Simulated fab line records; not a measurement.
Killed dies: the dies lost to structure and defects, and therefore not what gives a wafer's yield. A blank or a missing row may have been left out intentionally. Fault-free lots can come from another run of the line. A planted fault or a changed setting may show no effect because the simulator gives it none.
Which tool is to blame? ; flow nand-harc ; Sampling: 13 lots, 39 wafers, 5 of 1302 route steps

WHAT THE GAUGES SHOWED, per wafer
NHARC_P_GATE_OVL_MEAS_27.
lot;measured;on;overlay-x-nm (nm);overlay-y-nm (nm)
L288;day 5 04:55;overlay-01;1.8 1.5 1.9;0.1 -0.5 0.1
L289;day 5 17:02;overlay-01;-0.2 -0.2 -0.8;-1.7 -1.2 -1.1
L290;day 6 01:31;overlay-01;1.0 0.8 0.7;1.6 1.4 1.4
L291;day 6 05:16;overlay-01;0.5 0.4 0.3;0.6 1.3 1.0
L292;day 6 17:50;overlay-02;-0.2 -0.8 -0.8;-0.7 -1.2 -0.7
L295;day 7 18:15;overlay-01;-0.9 -0.4 -0.7;1.8 1.1 1.5
L304;day 12 02:58;overlay-01;0.3 -0.2 0.2;0.9 1.1 1.3
L305;day 12 03:38;overlay-01;2.6 2.1 2.6;0.3 0.3 0.7
L306;day 12 10:58;overlay-02;1.0 0.8 0.6;-0.8 -0.4 -0.9
L307;day 12 18:20;overlay-01;0.3 0.3 0.4;1.8 1.5 1.8
L308;day 13 08:17;overlay-02;-1.2 -0.1 -0.9;-0.4 -0.3 0.3
L310;day 14 06:53;overlay-01;0.1 0.8 -0.3;2.0 1.9 1.5
L311;day 14 19:55;overlay-01;-0.2 0.0 -0.9;1.6 1.7 1.9

NHARC_P_GATE_INSPECT_28.
lot;measured;on;raw-defect-count
L288;day 5 04:57;defect-inspect-02;2 4 6
L289;day 5 17:04;defect-inspect-02;5 5 7
L290;day 6 01:33;defect-inspect-01;4 5 8
L291;day 6 05:18;defect-inspect-01;6 11 10
L292;day 6 17:52;defect-inspect-01;4 7 6
L295;day 7 18:17;defect-inspect-01;6 6 7
L304;day 12 03:01;defect-inspect-01;6 5 11
L305;day 12 03:40;defect-inspect-02;6 7 17
L306;day 12 11:01;defect-inspect-02;10 9 9
L307;day 12 18:23;defect-inspect-02;9 7 6
L308;day 13 08:19;defect-inspect-02;6 8 3
L310;day 14 06:55;defect-inspect-01;18 15 9
L311;day 14 19:58;defect-inspect-01;3 6 5

NHARC_P_GATE_CD_MEAS_59: target cd 720 nm.
lot;measured;on;cd-nm (nm)
L288;day 5 18:37;cd-sem-01;721.5 721.3 724.0
L289;day 6 06:53;cd-sem-02;720.4 720.0 719.9
L290;day 6 15:02;cd-sem-03;723.1 723.7 722.0
L291;day 6 18:50;cd-sem-03;722.4 721.7 722.2
L292;day 7 07:34;cd-sem-02;723.5 722.0 722.6
L295;day 8 09:54;cd-sem-02;731.1 731.6 731.5
L304;day 12 16:43;cd-sem-03;719.7 721.1 722.2
L305;day 12 17:11;cd-sem-03;721.7 723.1 721.1
L306;day 13 00:34;cd-sem-02;719.5 720.0 719.6
L307;day 13 08:10;cd-sem-02;721.2 720.7 717.1
L308;day 13 22:26;cd-sem-02;719.9 719.8 720.4
L310;day 14 20:29;cd-sem-03;720.9 719.9 719.1
L311;day 15 09:13;cd-sem-02;722.5 722.5 721.5

TOOL THAT RAN EACH LOT (tool first, then ch and the chambers of the sampled wafers, then the start)
lot;NHARC_P_GATE_HM_DEP_102;NHARC_P_GATE_EXPOSE_56
L288;acl-dep-03 ch 0, day 5 03:29;krf-scanner-03 ch 0, day 5 18:27
L289;acl-dep-02 ch 0, day 5 15:36;krf-scanner-02 ch 0, day 6 06:43
L290;acl-dep-02 ch 0, day 6 00:05;krf-scanner-02 ch 0, day 6 14:53
L291;acl-dep-01 ch 0, day 6 03:57;krf-scanner-03 ch 0, day 6 18:41
L292;acl-dep-02 ch 0, day 6 16:38;krf-scanner-04 ch 0, day 7 07:25
L295;acl-dep-01 ch 0, day 7 16:44;krf-scanner-02 ch 0, day 8 09:45
L304;acl-dep-02 ch 0, day 12 01:39;krf-scanner-03 ch 0, day 12 16:34
L305;acl-dep-02 ch 0, day 12 02:17;krf-scanner-03 ch 0, day 12 17:02
L306;acl-dep-03 ch 0, day 12 09:53;krf-scanner-02 ch 0, day 13 00:25
L307;acl-dep-01 ch 0, day 12 16:47;krf-scanner-03 ch 0, day 13 08:00
L308;acl-dep-01 ch 0, day 13 07:10;krf-scanner-02 ch 0, day 13 22:17
L310;acl-dep-01 ch 0, day 14 05:35;krf-scanner-02 ch 0, day 14 20:20
L311;acl-dep-03 ch 0, day 14 18:29;krf-scanner-02 ch 0, day 15 09:04
- NHARC_P_GATE_HM_DEP_102: deposits aC, target thk 120 nm.
- NHARC_P_GATE_EXPOSE_56: exposes mask P PSD, target cd 720 nm.

WHAT THE TOOLS THEMSELVES READ (means of the sampled wafers that have a number; where no wafer has one, the mark that the record gives instead)
NHARC_P_GATE_HM_DEP_102.
lot;tool;throttle-valve-pct (%)
L288;acl-dep-03;34.995
L289;acl-dep-02;34.994
L290;acl-dep-02;34.993
L291;acl-dep-01;34.996
L292;acl-dep-02;35.012
L295;acl-dep-01;35.010
L304;acl-dep-02;34.995
L305;acl-dep-02;35.003
L306;acl-dep-03;34.993
L307;acl-dep-01;34.996
L308;acl-dep-01;34.996
L310;acl-dep-01;35.005
L311;acl-dep-03;34.998

THE ANSWER, worked out from the rows above alone
Rule: usual is defined by the lots themselves. Put in order of their means at a reading, lots are off if they are a third of the lots or fewer, leave a main group of 4 or more, and stand apart from it by a gap of 3 or more times the standard deviation of the main group's means; of several such gaps the widest counts. A main group whose means are all the same, to the digits that the tables above print for the reading, isn't used. Also off: a lot with no number at a reading for which 4 or more lots have one. All remaining lots with rows at the step are treated as sound. After the gauges, taken in route order, come the tools' own readings; for these a lot's mean is taken, as printed above. At the first step where some lot is off, the reading lying furthest off is the one used; lots without a number count as furthest.
Off at NHARC_P_GATE_CD_MEAS_59 (cd-nm): L295. Mean 721.2 nm and standard deviation 1.2 in the main group.
If a tool, at a process step before that reading, ran all the lots that are off and no sound lot after the first of them, it fits. The gauges at NHARC_P_GATE_CD_MEAS_59 aren't tried: what is off there is off at NHARC_P_GATE_HM_DEP_102 too, on other tools, and a gauge's error can't cause that. None of those tried fits.

WHAT THE SIMULATOR HAD INSERTED
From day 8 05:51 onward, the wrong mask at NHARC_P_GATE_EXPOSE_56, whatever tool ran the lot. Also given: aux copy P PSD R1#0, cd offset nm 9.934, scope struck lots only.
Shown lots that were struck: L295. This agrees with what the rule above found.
